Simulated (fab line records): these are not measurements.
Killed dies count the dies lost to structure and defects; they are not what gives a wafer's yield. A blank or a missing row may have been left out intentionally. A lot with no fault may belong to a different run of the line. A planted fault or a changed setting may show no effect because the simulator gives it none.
fab line records    flow n5Finfet
record lots=6  wafers=18  lastDay=18
route steps=1938 shown BEOL_M5@1172 BEOL_M6@1194 PASSIVATION@1936
lots that met no fault: from a run of the same line without faults
startH: hours from the record's first day to the start of the lot's first wafer shown    waitH: hours from the lot's prior step to this one    " same as the row above    L1.1+2: one row covering several wafers at once    - no value, or no start was given    * or withheld: withheld    < > ~ a bound
route shown NAME@n: NAME is a module with steps in the file, n the number in the route of the first one    usual: mean/standard deviation of fault-free wafers    same: alike in all rows    chamber/n: place in a boat    sites: readings site by site    _std_site: standard deviation of those values    _edge_site: mean of outer sites minus mean of inner sites    radiusMm: how far each site lies from the wafer's centre    mask NAME#n: copy n    behind: tool/chamber where the wafer was last shaped    hold: why the lot was held/for how many hours/how that ended    device: the transistor (n, p or np) that didn't switch    end of line: the same wafers' tests at the end of the route    a step without rows: its recipe alone    killed: count of dies lost to structure and defects at first sort (not the wafer's yield)    map: a wafer's dies, marking killed ones x, the rest . and places with no die _
set.NAME: the setting that was run; set.NAME@STEP: the one run at that earlier step    model.NAME: the simulator's own value behind a step, which no gauge read
a table for each step, a row for each wafer; lots at some steps of the route
services: the hour from which a tool's chamber was out of use, counted from the record's first day as startH (under 0 if before that day), plus the number of hours and why
## steps
# step N5_BEOL_M5_ALD_86
# recipe material=TaN  targetThkA=*  tempC=275  aldPrecursorFamily=PDMAT  aldCoReactant=NH3  pressureTorr=3  carrierFlowSccm=1500  pulseTimeS=2  purgeTimeS=3  coReactantPurgeTimeS=2  coReactantPulseTimeS=3  aldCycles=30  precursorVesselTempC=75  precursorVesselPressureTorr=26.25  precursorVesselCarrierSccm=1000
# step N5_BEOL_M5_SURFACE_TREAT_87
# recipe gas=Ar  timeS=*  ionEnergyEv=*  ionCurrentMaCm2=0.5  pressureMtorr=*  arFlowSccm=30
# step N5_BEOL_M5_CVD_47
# recipe material=Co  targetThkA=30  tempC=withheld  precursor=CCTBA/H2  pressureTorr=30  timeS=216
# step N5_BEOL_M5_SPUTTER_48
# recipe material=Cu  targetThkA=150  tempC=-20  chamberPressurePa=0.07  powerW=withheld  timeS=27.62
# usual chuckSensorTempC=-15.9/0.46  throttleValvePct=29.7/1
lot.wafer  tool           chamber  startH  waitH  chuckSensorTempC  throttleValvePct
L155.3     pvdSputter-03  -        176.93  1.4    -16.1             31.3
L155.4     "              -        "       "      -16.3             28.9
L155.5     "              -        "       "      -16.5             28.8
L158.1     pvdSputter-01  -        189.77  0.1    -15.7             29.1
L158.3     "              -        "       "      -16.6             29.9
L158.4     "              -        "       "      -15.7             30.4
L163.2     pvdSputter-02  -        231.82  0.1    -15.2             30.0
L163.3     "              -        "       "      -15.9             30.6
L163.6     "              -        "       "      -15.4             29.8
L166.2     pvdSputter-02  -        237.45  0.2    -15.2             30.1
L166.3     "              -        "       "      -16.2             27.7
L166.4     "              -        "       "      -16.0             30.7
L167.4     pvdSputter-03  -        242.94  0.1    -16.1             31.3
L167.5     "              -        "       "      -16.4             28.8
L167.6     "              -        "       "      -16.0             31.6
L177.1     pvdSputter-01  -        319.32  0.1    -16.6             30.0
L177.2     "              -        "       "      -15.7             30.4
L177.6     "              -        "       "      -15.8             29.1
# step N5_BEOL_M5_ANNEAL_49
# recipe tempC=400  timeS=1800  ambient=vacuum
# step N5_BEOL_M5_SPUTTER_81
# recipe material=Cu  targetThkA=150  tempC=-20  chamberPressurePa=0.07  powerW=withheld  timeS=27.62
# step N5_BEOL_M5_ANNEAL_82
# recipe tempC=400  timeS=1800  ambient=vacuum
# step N5_BEOL_M5_SPUTTER_83
# recipe material=Cu  targetThkA=150  tempC=-20  chamberPressurePa=0.07  powerW=withheld  timeS=27.62
# step N5_BEOL_M5_ANNEAL_84
# recipe tempC=400  timeS=1800  ambient=vacuum
# usual heaterPowerW=823/88
lot.wafer  tool           chamber  startH  waitH  heaterPowerW
L155.3     pvdSputter-03  -        179.19  0.0    907
L155.4     "              -        "       "      810
L155.5     "              -        "       "      843
L158.1     pvdSputter-01  -        192.02  0.0    854
L158.3     "              -        "       "      846
L158.4     "              -        "       "      1005
L163.2     pvdSputter-02  -        234.08  0.0    915
L163.3     "              -        "       "      752
L163.6     "              -        "       "      718
L166.2     pvdSputter-02  -        239.70  0.0    729
L166.3     "              -        "       "      777
L166.4     "              -        "       "      720
L167.4     pvdSputter-03  -        245.19  0.0    880
L167.5     "              -        "       "      833
L167.6     "              -        "       "      895
L177.1     pvdSputter-01  -        321.57  0.0    857
L177.2     "              -        "       "      976
L177.6     "              -        "       "      866
# step N5_BEOL_M5_SPUTTER_88
# recipe material=Cu  targetThkA=150  tempC=-20  chamberPressurePa=0.07  powerW=withheld  timeS=27.62
# step N5_BEOL_M5_ANNEAL_89
# recipe tempC=400  timeS=1800  ambient=vacuum
# step N5_BEOL_M5_SPUTTER_90
# recipe material=Cu  targetThkA=45  tempC=-20  chamberPressurePa=0.07  powerW=withheld  timeS=8.29
# usual chuckSensorTempC=-15.9/0.46  throttleValvePct=29.7/1
lot.wafer  tool           chamber  startH  waitH  chuckSensorTempC  throttleValvePct
L155.3     pvdSputter-03  -        181.28  0.5    -16.1             31.4
L155.4     "              -        "       "      -16.5             28.9
L155.5     "              -        "       "      -16.4             28.9
L158.1     pvdSputter-01  -        194.12  0.5    -15.7             29.0
L158.3     "              -        "       "      -16.6             30.0
L158.4     "              -        "       "      -15.5             30.0
L163.2     pvdSputter-02  -        236.17  0.5    -15.1             29.8
L163.3     "              -        "       "      -15.8             30.5
L163.6     "              -        "       "      -15.4             29.8
L166.2     pvdSputter-02  -        241.80  0.5    -15.2             29.6
L166.3     "              -        "       "      -16.4             27.7
L166.4     "              -        "       "      -15.9             30.4
L167.4     pvdSputter-03  -        247.29  0.5    -16.0             31.4
L167.5     "              -        "       "      -16.5             28.9
L167.6     "              -        "       "      -16.1             31.2
L177.1     pvdSputter-01  -        329.38  0.5    -16.7             30.1
L177.2     "              -        "       "      -15.7             30.3
L177.6     "              -        "       "      -15.7             29.1
# step N5_BEOL_M5_ECD_50
# recipe material=Cu  targetThkA=3000
lot.wafer   tool      chamber  startH  waitH
L155.3+4+5  ecdCu-02  0,1,0    181.42  0.1
L158.1+3+4  ecdCu-01  1,1,0    194.23  0.1
L163.2+3+6  ecdCu-02  0        236.29  0.1
L166.2+3+4  ecdCu-01  0,0,1    241.91  0.1
L167.4+5+6  ecdCu-01  0,0,1    247.43  0.1
L177.1+2+6  ecdCu-02  0,1,1    329.49  0.1
# step N5_BEOL_M5_ANNEAL_51
# recipe tempC=225  timeS=90  ambient=N2
# step N5_BEOL_M5_CMP_52
# recipe stopOn=SiCOH_lowk  tOverpolishS=6.9  downForcePsi=1  platenRpm=50  clearingPlatenDownForcePsi=1.5  clearingPlatenRpm=50  postCmpClean=cuAlkaline  targetThkNm=62  clearingPlatenPadVelocityMS=0.99484  padVelocityMS=0.99484
# usual barrierFieldEndpointS=24.5/0.57  motorCurrentA=6.1/0.64  overpolishRunS=6.900/0.0094  timeToEndpointS=61.7/2.8
lot.wafer  tool    chamber  startH  waitH  barrierFieldEndpointS  motorCurrentA  overpolishRunS  timeToEndpointS
L155.4     cmp-03  0        181.86  0.2    24.5                   5.9            6.902           62.1
L155.3     "       1        "       "      24.6                   5.2            6.896           61.7
L155.5     "       3        "       "      25.1                   6.8            6.920           63.8
L158.3     cmp-02  1        194.62  0.2    24.4                   7.2            6.893           63.9
L158.1     "       2        "       "      24.7                   5.4            6.909           65.6
L158.4     "       0        "       "      24.4                   6.2            6.889           64.7
L163.2     cmp-03  2        236.99  0.5    24.2                   6.6            6.920           61.6
L163.3     "       0        "       "      24.7                   5.9            6.907           61.4
L163.6     "       1        "       "      24.8                   5.4            6.902           63.6
L166.3     cmp-04  2        242.30  0.2    24.1                   5.6            6.908           61.1
L166.4     "       0        "       "      24.0                   6.3            6.900           55.8
L166.2     "       1        "       "      24.2                   6.3            6.906           59.8
L167.4     cmp-02  2        248.11  0.2    24.5                   5.3            6.898           59.9
L167.5     "       1        "       "      24.3                   7.3            6.899           60.3
L167.6     "       2        "       "      24.1                   5.5            6.897           59.9
L177.2     cmp-02  1        329.99  0.3    23.7                   7.1            6.894           56.6
L177.1     "       2        "       "      23.8                   5.5            6.894           59.2
L177.6     "       0        "       "      24.5                   5.8            6.911           59.1
# step N5_BEOL_M5_THK_MEAS_53
# recipe thkMeasGauge=xrf  reads=Cu_of_BEOL_M5_ECD_50
# usual M5_THK=62.2/1.5
lot.wafer  tool          chamber  startH  waitH  M5_THK[nm]
L155.3     filmMetro-02  -        182.08  -      60.5
L155.4     "             -        "       "      60.5
L155.5     "             -        "       "      60.4
L158.1     filmMetro-01  -        194.91  -      64.4
L158.3     "             -        "       "      64.7
L158.4     "             -        "       "      63.5
L163.2     filmMetro-01  -        237.25  -      61.3
L163.3     "             -        "       "      63.1
L163.6     "             -        "       "      62.7
L166.2     filmMetro-01  -        242.59  -      61.2
L166.3     "             -        "       "      61.6
L166.4     "             -        "       "      60.9
L167.4     filmMetro-01  -        248.37  -      62.9
L167.5     "             -        "       "      63.4
L167.6     "             -        "       "      61.4
L177.1     filmMetro-01  -        330.24  -      60.0
L177.2     "             -        "       "      64.6
L177.6     "             -        "       "      60.3
# step N5_BEOL_M5_PRE_CLEAN_77
# recipe gas=NH3/H2  timeS=15  tempC=*  rfPowerW=300
# step N5_BEOL_M5_CO_CAP_78
# recipe material=Co  targetThkA=20  tempC=200  precursor=CCTBA/H2  pressureTorr=30  timeS=102.1
# step N5_BEOL_M5_PRE_CLEAN_55
# recipe gas=NH3  timeS=15  tempC=withheld  rfPowerW=300
# step N5_BEOL_M5_DEP_56
# recipe material=SiCN  targetThkA=80  tempC=withheld  precursor=3MS/NH3  pressureTorr=3  rfW=202  timeS=14
# step N5_BEOL_M5_RS_MEAS_57
# recipe thkMeasGauge=four-point-probe  reads=Co_of_BEOL_M5_CO_CAP_78+Cu_of_BEOL_M5_ECD_50+Co_of_BEOL_M5_CVD_47+TaN_of_BEOL_M5_ALD_86
# usual M5_RS=0.386/0.01
lot.wafer  tool          chamber  startH  waitH  M5_RS[ohm/sq]
L155.3     filmMetro-02  -        182.35  0.1    0.403
L155.4     "             -        "       "      0.398
L155.5     "             -        "       "      0.398
L158.1     filmMetro-01  -        195.17  0.0    0.372
L158.3     "             -        "       "      0.372
L158.4     "             -        "       "      0.379
L163.2     filmMetro-02  -        237.51  0.1    0.395
L163.3     "             -        "       "      0.384
L163.6     "             -        "       "      0.384
L166.2     filmMetro-01  -        242.85  0.1    0.392
L166.3     "             -        "       "      0.388
L166.4     "             -        "       "      0.393
L167.4     filmMetro-01  -        248.63  0.0    0.383
L167.5     "             -        "       "      0.376
L167.6     "             -        "       "      0.391
L177.1     filmMetro-02  -        330.52  0.0    0.405
L177.2     "             -        "       "      0.370
L177.6     "             -        "       "      0.399
# step N5_BEOL_M6_ILD_DEP_00
# recipe material=SiCOH_lowk  targetThkA=1797.5  tempC=300  precursor=DEMS/porogen  pressureTorr=5  rfW=500  timeS=33.4
# step N5_BEOL_M6_CURE_74
# recipe tempC=385  timeS=240  ambient=He/Ar  material=SiCOH_lowk
# usual lampPowerPct=52.32/0.056  wafer_temp_C_max=386.8/0.59
lot.wafer  tool       chamber  startH  waitH  lampPowerPct  wafer_temp_C_max
L155.3     uvCure-03  0        182.64  0.2    52.30         386.5
L155.4     "          0        "       "      52.34         386.3
L155.5     "          0        "       "      52.33         386.2
L158.1     uvCure-03  1        195.30  0.0    52.31         387.7
L158.3     "          1        "       "      52.35         386.8
L158.4     "          1        "       "      52.27         387.5
L163.2     uvCure-01  1        237.72  0.1    52.22         387.0
L163.3     "          1        "       "      52.25         387.5
L163.6     "          1        "       "      52.29         386.9
L166.2     uvCure-03  2        243.08  0.1    52.28         386.6
L166.3     "          2        "       "      52.38         386.7
L166.4     "          2        "       "      52.30         387.1
L167.4     uvCure-03  1        249.00  0.3    52.27         387.1
L167.5     "          1        "       "      52.32         387.0
L167.6     "          1        "       "      52.23         387.9
L177.1     uvCure-02  2        330.67  0.1    52.21         385.9
L177.2     "          2        "       "      52.21         386.1
L177.6     "          2        "       "      52.34         386.5
# step N5_BEOL_M6_THK_MEAS_01
# recipe reads=SiCOH_lowk_of_BEOL_M6_ILD_DEP_00
# usual M6_ILD_THK=154.9/1.9
lot.wafer  tool          chamber  startH  waitH  M6_ILD_THK[nm]
L155.3     filmMetro-02  -        183.01  0.3    152.0
L155.4     "             -        "       "      155.1
L155.5     "             -        "       "      154.1
L158.1     filmMetro-01  -        195.81  0.4    151.8
L158.3     "             -        "       "      153.9
L158.4     "             -        "       "      154.7
L163.2     filmMetro-01  -        238.15  0.4    152.0
L163.3     "             -        "       "      154.0
L163.6     "             -        "       "      153.4
L166.2     filmMetro-02  -        243.51  0.4    152.8
L166.3     "             -        "       "      154.9
L166.4     "             -        "       "      156.3
L167.4     filmMetro-01  -        249.27  0.2    159.0
L167.5     "             -        "       "      159.0
L167.6     "             -        "       "      159.6
L177.1     filmMetro-02  -        331.18  0.4    154.0
L177.2     "             -        "       "      153.7
L177.6     "             -        "       "      155.5
# step N5_BEOL_M6_PECVD_70
# recipe material=SiO2  targetThkA=200  tempC=400  precursor=TEOS/O2  pressureTorr=5.5  rfW=450  teosFlowSccm=53.8  gas=O2  flowSccm=3000  timeS=22.7
# step N5_BEOL_M6_HM_DEP_02
# recipe material=TiN  targetThkA=200  tempC=25  chamberPressurePa=0.49996
# step N5_BEOL_M6_COAT_59
# recipe resist=SOC  tempC=250  timeS=60  spinRpm=1500  resistThkNm=100
# step N5_BEOL_M6_COAT_60
# recipe resist=SiARC  tempC=220  timeS=60  spinRpm=1500  resistThkNm=35
# step N5_BEOL_M6_COAT_05
# recipe resist=CAR-ArF  spinRpm=1500  resistThkNm=90
# step N5_BEOL_M6_EBR_07
# recipe solvent=PGMEA  ebrWidthMm=1.5
# step N5_BEOL_M6_SOFTBAKE_06
# recipe tempC=110  timeS=60  resist=CAR-ArF
# step N5_BEOL_M6_EXPOSE_08
# recipe maskId=M6  na=1.35  sourceShape=dipole  sigmaInner=0.817  sigmaOuter=0.97  polarization=te  doseMj=68.25
# step N5_BEOL_M6_PEB_09
# recipe pebTempC=withheld  pebTimeS=60  resist=CAR-ArF
# step N5_BEOL_M6_DEVELOP_10
# recipe developTimeS=30  developer=TMAH  resist=CAR-ArF  rinseLiquid=diw  dry=airSpin  devTempC=23
# step N5_BEOL_M6_CD_MEAS_11
# recipe targetCdNm=38.5  landingEnergyEv=500  detector=seInlens  polarity=opening
# usual cdNm=38.5/0.39
lot.wafer  tool      chamber  startH  waitH  cdNm
L155.3     cdSem-02  0        185.28  -      39.0
L155.4     "         0        "       "      39.0
L155.5     "         0        "       "      39.0
L158.1     cdSem-01  0        198.57  -      38.4
L158.3     "         0        "       "      38.0
L158.4     "         0        "       "      38.3
L163.2     cdSem-02  0        242.65  -      39.0
L163.3     "         0        "       "      38.7
L163.6     "         0        "       "      38.5
L166.2     cdSem-01  0        246.48  -      38.8
L166.3     "         0        "       "      38.0
L166.4     "         0        "       "      38.6
L167.4     cdSem-02  0        251.59  -      38.9
L167.5     "         0        "       "      38.6
L167.6     "         0        "       "      38.4
L177.1     cdSem-02  0        334.09  -      38.0
L177.2     "         0        "       "      38.4
L177.6     "         0        "       "      38.4
# step N5_BEOL_M6_OVL_MEAS_12
# recipe pointsPerWafer=44
# usual M6_OVL=-0.1/0.8
lot.wafer  tool        chamber  startH  waitH  M6_OVL[nm]
L155.3     overlay-01  0        185.31  0.0    -0.8
L155.4     "           0        "       "      0.0
L155.5     "           0        "       "      0.3
L158.1     overlay-02  0        198.60  0.0    0.0
L158.3     "           0        "       "      0.0
L158.4     "           0        "       "      -0.3
L163.2     overlay-01  0        242.68  0.0    0.4
L163.3     "           0        "       "      -0.3
L163.6     "           0        "       "      1.8
L166.2     overlay-02  0        246.51  0.0    -0.9
L166.3     "           0        "       "      0.2
L166.4     "           0        "       "      -1.1
L167.4     overlay-01  0        251.61  0.0    1.2
L167.5     "           0        "       "      0.5
L167.6     "           0        "       "      0.2
L177.1     overlay-01  0        334.13  0.0    0.1
L177.2     "           0        "       "      -0.9
L177.6     "           0        "       "      0.0
# step N5_BEOL_M6_DESCUM_16
# recipe chemistry=O2  timeS=7.9  sourcePowerW=50  biasPowerW=20  pressureMtorr=20  rfFrequencyHz=2.712e+07  tempC=40  resist=CAR-ArF  o2FlowSccm=225
# step N5_BEOL_M6_ETCH_61
# recipe chemistry=CF4  target=SiARC  targetDepthA=455  maskMaterial=CAR-ArF  timeS=75.8  ionEnergyEv=80  pressureMtorr=40  sourceW=545  biasW=36  Ar_flow_sccm=100  cf4FlowSccm=100  ends=cleared
# step N5_BEOL_M6_ETCH_62
# recipe chemistry=N2/H2  target=SOC  targetDepthA=1100  overetchA=220  maskMaterial=SiARC  tempC=40  timeS=165  ionEnergyEv=200  pressureMtorr=30  sourceW=840  biasW=150  n2FlowSccm=200  h2FlowSccm=200
# step N5_BEOL_M6_STRIP_68
# recipe chemistry=N2/H2  tempC=40  n2FlowSccm=200  h2FlowSccm=200  rfFrequencyHz=6e+07
# step N5_PASSIVATION_PROBE_49
# usual defectLimitedYield=91.1/1.3  killed_at_M0_to_M3=34/10  killed_at_M4_up=14/5.7  killedAtContacts=12/5.9  killedAtFrontEnd=41/12  killedAtOther=4/3.1  killedDies=105/15  killedOnRim=14/4.2  killedOpen=69/11  killedShort=35/7.8  sort_bin_5_function=5.3/0.81  sort_bin_6_memory=3.3/0.75  sortNPass=1075/15  sortYieldPct=91.1/1.3
# same grossDies=1180  killedAtBackSide=0  sort_bin_4_leakage[%]=0  sort_bin_8_speed[%]=0
lot.wafer  tool       chamber  startH  waitH  defectLimitedYield[%]  killed_at_M0_to_M3  killed_at_M4_up  killedAtContacts  killedAtFrontEnd  killedAtOther  killedDies  killedOnRim  killedOpen  killedShort  sort_bin_5_function[%]  sort_bin_6_memory[%]  sortNPass  sortYieldPct[%]
L166.4     prober-02  -        336.92  0.2    74.7                   30                  224              16                27                2              299         31           53          39           15.3                    8.8                   881        74.7
L167.6     prober-02  -        343.91  0.3    73.4                   39                  217              8                 44                6              314         40           80          29           15.7                    9.7                   866        73.4
# killed by level:class
L166.4 BEOL_M5:unspecified=207 BEOL_M2:geometricParticle:open=15 MOL_CONTACT_COAG:geometricParticle:open=9 BEOL_M4:geometricParticle:open=9 MOL_CONTACT_COAG:geometricParticle:short=7 DUMMY_GATE:geometricParticle:short=5 GATE_CUT:geometricParticle:short=5 BEOL_M0_SAQP:geometricParticle:short=4
L167.6 BEOL_M5:unspecified=203 BEOL_M3:geometricParticle:open=12 FIN_SAQP:geometricParticle:open=9 FIN_SAQP:geometricParticle:short=8 MOL_CONTACT_COAG:geometricParticle:open=7 BEOL_M4:geometricParticle:open=6 BEOL_M1:geometricParticle:open=6 BEOL_M0_SAQP:geometricParticle:open=5
# map L166.4 (x killed, . not)
_________________.....x....x.________________
______________.....x...........x_____________
___________........x....x....x.....__________
__________......x.....xx.x.x......x._________
________....x....x........x...x.x....._______
_______.......x..........x..x.....x....______
______..xxx......x..xx......x.x..xxx...x_____
_____...x.x.xx............x..x....x.....x____
____x.xxxx....x.x.......x.....xx....x....x___
___...x.......x..x...x.....x..x....xx.....x__
___.....x.x.....x.x..x..........x..........__
__.....x...............x...x......x......x.x_
__xx.xx..x...x.x.......xx.x.....x.....x....x_
_.xx........x.....x..........xx....xx...xx...
_.....xx.x....x.x...............x...x.....x.x
_.....x..x..........x...xxxx..x.xx....x.x...x
_..x.xx..x..xxx.x.x.........x......xxxx..x.x.
_x...............x.xxx..xx....x.x............
_.xxx..........xx........xx.....x.....xxx..x.
_....x.x........xx.x........xx.....x....xx...
_..x....x........xx.xx...x...........x.......
__x.xxx...xx...xx....xxxx..xx.xx....x..x..xx_
__..xxx..xx......x.............x.x.........._
___xxx.........x.........x....x...x........__
___.x....xxxx..x.x....x...x...xx.......xx..__
____x...x..........xx.....x..x.x.xx....x.x___
_____....x....x.xx..x.xx...x......x.x....____
______....xx..x.x...x..x....x....x.xx..._____
_______...x.......xxx.x....x...x.xx.x..______
________x..x..x.xx.x..x..xx.......x..._______
__________...xx.x.x.....xx.........._________
___________..xx....x..xx..x..xx....__________
______________.xxxxxx.xx......x._____________
_________________..xx........________________
# map L167.6 (x killed, . not)
_________________.....x......________________
______________.xxx...xxx..x....._____________
___________x...x.........x.x.x.x...__________
__________..x..x.xx........x...x...._________
________x....x...xx..x..xx.......x.x.._______
_______x....x.xx..x..................xx______
______.x..xxx.x...........xx.......xx.xx_____
_____......x.x.x..x..x.x....x....xx..xxx.____
____.xx.x.xx....x......x..xx.............x___
___.xx.......x....x........x..x.x....x.....__
___...x.x..xx....x.x.x..x...xxxx...x.x.....__
__...x..x..........x....x..xxx...xx....xx..._
__xx....xxx...xxxx.x.x.....x..x..x.....x...._
_...x...xx.x.x............xxx.....x....x.....
_.x.x.xx....x.....x............x.x....xx.xxx.
_x..............x.x..x..x.x...xx.x.x.x..x....
_.x..x...x...xx..xxx..........x..............
_x..x.x...x..x.xxxx..xxx...x...x....x.x......
_x....x.x..x.......x..x....................x.
_.......x.x....x...x..x.x................xx..
_........x....x.....x..xxx....xx..x.x..x....x
__........x..........xx......xxx.......x.xxx_
__.......xxx......x.x......x..x....xxxx..x.._
___xx..xx.x.x....x.....xx..x.x.xx.x......x.__
___x.x...........x..x.x.........x.x..x...x.__
____..xx..xxx...x.x.....x......x....x....x___
_____.......x.x.....x..xx.x...x...x......____
______..x.x.....x.x..x...xx.x.x....x..x._____
_______.......x.x......xx.xx.......x.x.______
________.xx.x.....x.x.x.x.x....x......_______
__________......x.xx....xx.x......x._________
___________.x.....x.....x..........__________
______________...xx...........x._____________
_________________x......x.x.x________________
## services
tool           chamber  startH  hours  kind
ecdCu-02       -        181.93  0.6    repair
ecdCu-01       -        183.87  5.6    repair
uvCure-01      -        191.32  7.5    pm
cmp-02         -        201.67  0.3    repair
ecdCu-02       -        209.80  3.8    repair
cmp-03         -        211.96  4.0    pm
cmp-03         -        215.96  -      consumableReplace:conditioner
cmp-03         -        215.96  -      consumableReplace:pad
pvdSputter-02  -        222.72  1.7    repair
cmp-04         -        225.68  4.9    pm
uvCure-03      -        232.22  7.5    pm
ecdCu-01       -        238.54  2.6    repair
cmp-03         -        239.57  5.5    pm
cmp-02         -        248.33  0.2    repair
cmp-03         -        250.58  1.7    repair
uvCure-03      -        259.64  14.6   pm
cmp-04         -        259.95  2.7    repair
uvCure-01      -        269.13  2.1    pm
cmp-04         -        269.19  4.0    pm
ecdCu-01       -        283.32  1.8    repair
cmp-04         -        295.33  1.3    repair
ecdCu-02       -        296.65  2.2    repair
cmp-04         -        302.97  0.5    repair
cmp-03         -        306.34  17.7   pm
## key
firstSign step=N5_PASSIVATION_PROBE_49  reading=killed_at_M4_up  direction=up  sigmas=36  usual=14  struck=220
effect step=N5_PASSIVATION_PROBE_49  reading=defectLimitedYield  direction=down  sigmas=13  usual=91.1  struck=74.0
moreKillsBornAt N5_BEOL_M5_ECD_50@ecdCu-01=410
metAt N5_BEOL_M5_ECD_50
struckWafers L166.4,L167.6
onsetBetween 194.23 241.91
fault kind=chamberParticleSource  tool=ecdCu-01  chamber=1  onsetH=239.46  steps=N5_BEOL_M5_ECD_50  ratePerVisitCm2=0.38345  endH=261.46
